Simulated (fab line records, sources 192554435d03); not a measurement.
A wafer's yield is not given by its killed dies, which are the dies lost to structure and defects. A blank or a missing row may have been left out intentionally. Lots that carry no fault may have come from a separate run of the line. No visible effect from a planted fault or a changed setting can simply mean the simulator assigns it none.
fab line records	flow n5_finfet	part 2 of 2: steps 5 to 6 of 6
record lots=23	wafers=69	last_day=19
route steps=1938 shown BEOL_M0@726 BEOL_M1@770
lots with no fault: from the same line, run without faults
start_h: hours from the record's first day to the start of the lot's first wafer shown	wait_h: hours elapsed since this lot's preceding step	" same as the row above	L1.1+2: several wafers, shown together as one row	- value missing, or start not given	* or withheld: withheld	< > ~ a bound
route shown NAME@n: NAME is a module with steps in the file, n the number in the route of the first one	usual: mean/standard deviation taken from wafers without a fault	same: alike in all rows	chamber/n: place in a boat	sites: each site's reading	_std_site: the values' standard deviation	_edge_site: the outer-site mean with the inner-site mean subtracted	radius_mm: how far each site lies from the wafer's centre	mask NAME#n: copy n	behind: the last tool/chamber to shape the wafer	hold: why the lot went on hold/how many hours it stayed there/how the hold came to an end	device: the n, p or np transistor that did not switch	end of line: the tests these same wafers got at the end of their route	a step with no rows: only its recipe	killed: not the wafer's yield, but the dies lost to structure and defects at the first sort	map: per-die view of a wafer (x killed, . not killed, _ where there is no die)
set.NAME: the run value of the setting; set.NAME@STEP: its run value at that earlier step	model.NAME: the simulator's own value behind a step, which no gauge read
route steps across a sampled set of lots; one table per step, one row per wafer
services: a tool's chamber out of use, with start hour (start_h, from the record's first day; less than 0 if before it), hours out, and reason
## steps
# step N5_BEOL_M1_ETCHBACK_99
# recipe chemistry=CHF3	target=SiO2	target_depth_a=50	time_s=10.4	source_w=215	bias_w=47	Ar_flow_sccm=200	CHF3_flow_sccm=12	ion_energy_ev=100	pressure_mtorr=30
# usual drypump_motor_current_A=5.6/0.42	oes_product_au=0.78/0.077	rf_vpp_V=241/4.4	showerhead_plenum_p_Torr=2.15/0.058	throttle_valve_pct=17.07/0.23
lot.wafer	tool	chamber	start_h	wait_h	drypump_motor_current_A	oes_product_au	rf_hours_counter_h	rf_vpp_V	showerhead_plenum_p_Torr	throttle_valve_pct
L075.1	rie_diel-05	0	145.82	13.9	5.3	0.86	73	233	2.11	16.82
L075.2	"	3	"	"	5.1	0.69	232	242	2.14	17.43
L075.6	"	0	"	"	5.3	0.86	-	234	2.11	16.83
L074.2	rie_diel-05	3	146.95	18.1	5.1	0.69	233	243	2.14	17.43
L074.3	"	1	"	"	5.6	0.73	203	240	2.21	17.00
L074.5	"	2	"	"	6.2	0.85	-	249	2.18	16.69
L076.1	rie_diel-05	2	148.86	10.1	6.2	0.85	51	248	2.18	16.68
L076.3	"	3	"	"	5.1	0.68	233	241	2.14	17.44
L076.6	"	2	"	"	6.2	0.87	-	248	2.18	16.67
L077.1	rie_diel-06	3	148.87	10.0	5.7	0.74	174	240	2.22	17.18
L077.4	"	2	"	"	5.6	0.75	168	240	2.26	17.16
L077.5	"	3	"	"	5.6	0.73	-	240	2.22	17.16
L078.1	rie_diel-05	3	152.07	9.4	5.1	0.68	234	242	2.14	17.44
L078.3	"	1	"	"	5.6	0.72	204	242	2.21	16.98
L078.5	"	2	"	"	6.2	0.86	-	248	2.18	16.69
L079.1	rie_diel-02	2	164.35	12.4	6.0	0.76	151	239	2.14	17.00
L079.4	"	1	"	"	5.6	0.85	-	235	2.09	17.01
L079.6	"	0	"	"	5.1	0.70	-	244	2.25	17.51
L080.2	rie_diel-06	1	164.39	2.5	6.5	0.69	222	242	2.11	17.04
L080.5	"	2	"	"	5.6	0.75	-	241	2.26	17.17
L080.6	"	3	"	"	5.7	0.72	-	239	2.22	17.18
L081.1	rie_diel-06	0	167.74	0.6	5.1	0.80	106	248	2.10	17.32
L081.3	"	3	"	"	5.6	0.72	178	241	2.22	17.20
L081.6	"	2	"	"	5.6	0.75	-	240	2.26	17.17
L082.2	rie_diel-02	2	171.26	0.7	6.1	0.76	154	241	2.14	17.00
L082.4	"	1	"	"	5.6	0.85	-	234	2.09	17.02
L082.5	"	0	"	"	5.1	0.70	-	246	2.25	17.51
L083.1	rie_diel-06	1	180.72	6.6	6.5	0.68	226	245	2.10	17.07
L083.4	"	3	"	"	5.6	0.72	182	241	2.22	17.19
L083.5	"	1	"	"	6.6	0.68	-	244	2.10	17.06
L084.1	rie_diel-06	1	188.52	2.0	6.5	0.68	228	242	2.10	17.05
L084.5	"	0	"	"	5.2	0.80	-	248	2.10	17.35
L084.6	"	1	"	"	6.5	0.68	-	245	2.10	17.06
L085.1	rie_diel-06	1	196.76	4.1	6.5	0.68	230	242	2.10	17.07
L085.4	"	3	"	"	5.6	0.71	186	239	2.22	17.19
L085.5	"	3	"	"	5.7	0.72	-	240	2.22	17.19
L086.1	rie_diel-05	1	204.44	5.2	5.6	0.72	219	241	2.20	17.01
L086.2	"	3	"	"	5.1	0.67	248	241	2.14	17.45
L086.4	"	0	"	"	5.2	0.84	89	234	2.11	16.85
L088.2	rie_diel-02	3	226.00	20.3	5.6	0.95	10	239	2.09	16.75
L088.3	"	1	"	"	5.6	0.83	59	235	2.08	17.05
L088.5	"	1	"	"	5.7	0.83	-	235	2.08	17.06
L087.1	rie_diel-05	1	235.40	30.1	5.6	0.71	224	240	2.20	17.01
L087.5	"	2	"	"	6.2	0.83	-	247	2.17	16.72
L087.6	"	0	"	"	5.3	0.83	-	234	2.11	16.87
L089.1	rie_diel-02	3	239.61	4.5	5.6	0.92	15	239	2.09	16.76
L089.3	"	2	"	"	6.1	0.75	176	240	2.13	17.04
L089.4	"	3	"	"	5.6	0.92	-	238	2.09	16.75
L090.4	rie_diel-05	1	239.73	3.7	5.6	0.70	226	241	2.20	17.02
L090.5	"	0	"	"	5.2	0.83	-	235	2.11	16.87
L090.6	"	1	"	"	5.6	0.71	-	240	2.20	17.01
L091.1	rie_diel-05	1	240.81	4.3	5.6	0.71	227	242	2.20	17.03
L091.2	"	2	"	"	6.2	0.83	74	248	2.17	16.73
L091.4	"	0	"	"	5.2	0.82	96	234	2.11	16.85
L093.2	rie_diel-06	1	250.04	10.7	6.5	0.67	243	244	2.10	17.09
L093.3	"	3	"	"	5.7	0.71	199	240	2.21	17.22
L093.5	"	0	"	"	5.1	0.79	-	247	2.09	17.37
L095.1	rie_diel-02	0	250.17	8.4	5.1	0.70	205	244	2.24	17.52
L095.3	"	1	"	"	5.6	0.82	68	234	2.08	17.07
L095.5	"	3	"	"	5.6	0.92	-	239	2.09	16.76
L092.4	rie_diel-02	3	250.54	8.6	5.6	0.91	19	239	2.09	16.76
L092.5	"	1	"	"	5.6	0.80	-	235	2.08	17.07
L092.6	"	0	"	"	5.1	0.69	-	244	2.24	17.53
L096.1	rie_diel-02	0	267.25	9.9	5.1	0.68	209	244	2.24	17.55
L096.5	"	0	"	"	5.1	0.68	-	244	2.24	17.54
L096.6	"	1	"	"	5.6	0.81	-	236	2.08	17.08
L097.1	rie_diel-02	3	274.71	5.7	5.6	0.90	25	240	2.09	16.79
L097.3	"	1	"	"	5.6	0.80	75	234	2.08	17.09
L097.5	"	3	"	"	5.6	0.90	-	238	2.09	16.78
# step N5_BEOL_M1_TRENCH_ETCH_37
# recipe chemistry=C4F6/O2	target_depth_a=552.07	target=SiOC	time_s=29	ion_energy_ev=250	pressure_mtorr=30	source_w=355	bias_w=185	Ar_flow_sccm=300	C4F6_flow_sccm=10	O2_flow_sccm=10
# usual drypump_motor_current_A=5.6/0.42	oes_product_au=0.78/0.076	rf_vpp_V=666/12	showerhead_plenum_p_Torr=2.84/0.074	throttle_valve_pct=20.85/0.25
lot.wafer	tool	chamber	start_h	wait_h	drypump_motor_current_A	oes_product_au	rf_hours_counter_h	rf_vpp_V	showerhead_plenum_p_Torr	throttle_valve_pct
L075.1	rie_diel-05	0	-	-	5.3	0.85	73	647	2.80	20.64
L075.2	"	3	"	"	5.1	0.69	232	667	2.84	21.25
L075.6	"	0	"	"	5.2	0.85	-	648	2.80	20.64
L074.2	rie_diel-05	3	-	-	5.1	0.69	233	668	2.84	21.24
L074.3	"	1	"	"	5.6	0.73	203	666	2.92	20.69
L074.5	"	2	"	"	6.2	0.87	-	688	2.89	20.48
L076.1	rie_diel-05	2	-	-	6.2	0.87	51	689	2.89	20.49
L076.3	"	3	"	"	5.1	0.69	233	667	2.84	21.24
L076.6	"	2	"	"	6.2	0.86	-	687	2.89	20.49
L077.1	rie_diel-06	3	-	-	5.6	0.73	174	664	2.94	20.92
L077.4	"	2	"	"	5.6	0.75	168	664	2.98	21.00
L077.5	"	3	"	"	5.6	0.72	-	664	2.94	20.91
L078.1	rie_diel-05	3	-	-	5.1	0.69	234	667	2.83	21.26
L078.3	"	1	"	"	5.6	0.73	204	667	2.92	20.67
L078.5	"	2	"	"	6.2	0.86	-	687	2.89	20.49
L079.1	rie_diel-02	2	-	-	6.1	0.76	151	663	2.83	20.70
L079.4	"	1	"	"	5.6	0.86	-	649	2.77	20.79
L079.6	"	0	"	"	5.1	0.71	-	675	2.97	21.32
L080.2	rie_diel-06	1	-	-	6.5	0.69	222	675	2.79	20.78
L080.5	"	2	"	"	5.6	0.74	-	664	2.98	21.01
L080.6	"	3	"	"	5.6	0.72	-	663	2.94	20.92
L081.1	rie_diel-06	0	-	-	5.2	0.79	106	685	2.78	21.19
L081.3	"	3	"	"	5.7	0.72	179	664	2.94	20.92
L081.6	"	2	"	"	5.7	0.75	-	665	2.98	21.00
L082.2	rie_diel-02	2	-	-	6.0	0.76	154	665	2.83	20.72
L082.4	"	1	"	"	5.6	0.84	-	649	2.76	20.78
L082.5	"	0	"	"	5.1	0.70	-	675	2.97	21.35
L083.1	rie_diel-06	1	-	-	6.5	0.68	226	674	2.79	20.77
L083.4	"	3	"	"	5.6	0.72	182	663	2.94	20.94
L083.5	"	1	"	"	6.5	0.68	-	675	2.79	20.78
L084.1	rie_diel-06	1	-	-	6.5	0.68	228	675	2.79	20.78
L084.5	"	0	"	"	5.2	0.80	-	685	2.78	21.20
L084.6	"	1	"	"	6.6	0.69	-	676	2.79	20.79
L085.1	rie_diel-06	1	-	-	6.6	0.69	230	675	2.79	20.80
L085.4	"	3	"	"	5.6	0.71	186	663	2.93	20.94
L085.5	"	3	"	"	5.7	0.72	-	663	2.93	20.94
L086.1	rie_diel-05	1	-	-	5.6	0.72	219	665	2.91	20.70
L086.2	"	3	"	"	5.1	0.67	248	666	2.83	21.25
L086.4	"	0	"	"	5.2	0.84	89	648	2.79	20.65
L088.2	rie_diel-02	3	-	-	5.6	0.93	10	659	2.77	20.52
L088.3	"	1	"	"	5.6	0.83	59	650	2.76	20.81
L088.5	"	1	"	"	5.7	0.82	-	649	2.76	20.81
L087.1	rie_diel-05	1	-	-	5.6	0.71	224	665	2.91	20.71
L087.5	"	2	"	"	6.2	0.83	-	688	2.88	20.52
L087.6	"	0	"	"	5.2	0.83	-	648	2.79	20.67
L089.1	rie_diel-02	3	-	-	5.6	0.92	15	658	2.77	20.53
L089.3	"	2	"	"	6.0	0.74	176	664	2.82	20.74
L089.4	"	3	"	"	5.6	0.92	-	660	2.77	20.54
L090.4	rie_diel-05	1	-	-	5.6	0.71	226	665	2.91	20.70
L090.5	"	0	"	"	5.3	0.83	-	647	2.79	20.65
L090.6	"	1	"	"	5.6	0.72	-	668	2.91	20.71
L091.1	rie_diel-05	1	-	-	5.6	0.71	227	664	2.91	20.71
L091.2	"	2	"	"	6.2	0.83	74	687	2.88	20.51
L091.4	"	0	"	"	5.2	0.82	96	646	2.79	20.66
L093.2	rie_diel-06	1	-	-	6.6	0.67	243	675	2.78	20.82
L093.3	"	3	"	"	5.7	0.71	200	662	2.93	20.95
L093.5	"	0	"	"	5.2	0.79	-	685	2.77	21.24
L095.1	rie_diel-02	0	-	-	5.1	0.69	205	673	2.96	21.34
L095.3	"	1	"	"	5.6	0.81	68	649	2.75	20.84
L095.5	"	3	"	"	5.6	0.90	-	659	2.77	20.55
L092.4	rie_diel-02	3	-	-	5.6	0.91	19	657	2.77	20.54
L092.5	"	1	"	"	5.6	0.81	-	650	2.75	20.84
L092.6	"	0	"	"	5.1	0.69	-	675	2.96	21.36
L096.1	rie_diel-02	0	-	-	5.1	0.69	209	673	2.96	21.37
L096.5	"	0	"	"	5.1	0.69	-	674	2.96	21.36
L096.6	"	1	"	"	5.7	0.80	-	651	2.75	20.84
L097.1	rie_diel-02	3	-	-	5.6	0.90	25	660	2.77	20.56
L097.3	"	1	"	"	5.6	0.81	75	649	2.75	20.84
L097.5	"	3	"	"	5.6	0.90	-	659	2.76	20.57
## services
tool	chamber	start_h	hours	kind
rie_diel-02	0	110.40	10.7	repair
rie_diel-03	-	111.08	2.8	pm
rie_diel-02	-	134.86	0.7	repair
rie_diel-02	3	147.66	-	clean
rie_diel-02	3	147.66	-	consumable_replace:focus_ring
rie_diel-02	3	147.66	33.6	scheduled_down
rie_diel-02	3	147.66	33.6	vent_cycle
rie_diel-03	0	149.41	9.5	repair
rie_diel-04	2	165.85	1.5	repair
rie_diel-04	0	170.71	17.3	repair
rie_diel-01	3	183.63	4.1	repair
rie_diel-02	3	205.74	6.4	repair
rie_diel-02	0	207.35	34.2	repair
rie_diel-05	3	225.33	-	clean
rie_diel-05	3	225.33	-	consumable_replace:focus_ring
rie_diel-05	3	225.33	13.3	scheduled_down
rie_diel-01	2	246.55	8.5	repair
rie_diel-02	-	257.56	0.3	repair
rie_diel-05	2	260.27	5.0	repair
rie_diel-02	0	271.01	5.8	repair
rie_diel-06	1	271.31	-	clean
rie_diel-06	1	271.31	-	consumable_replace:focus_ring
rie_diel-06	1	271.31	32.9	scheduled_down
rie_diel-06	1	271.31	32.9	vent_cycle
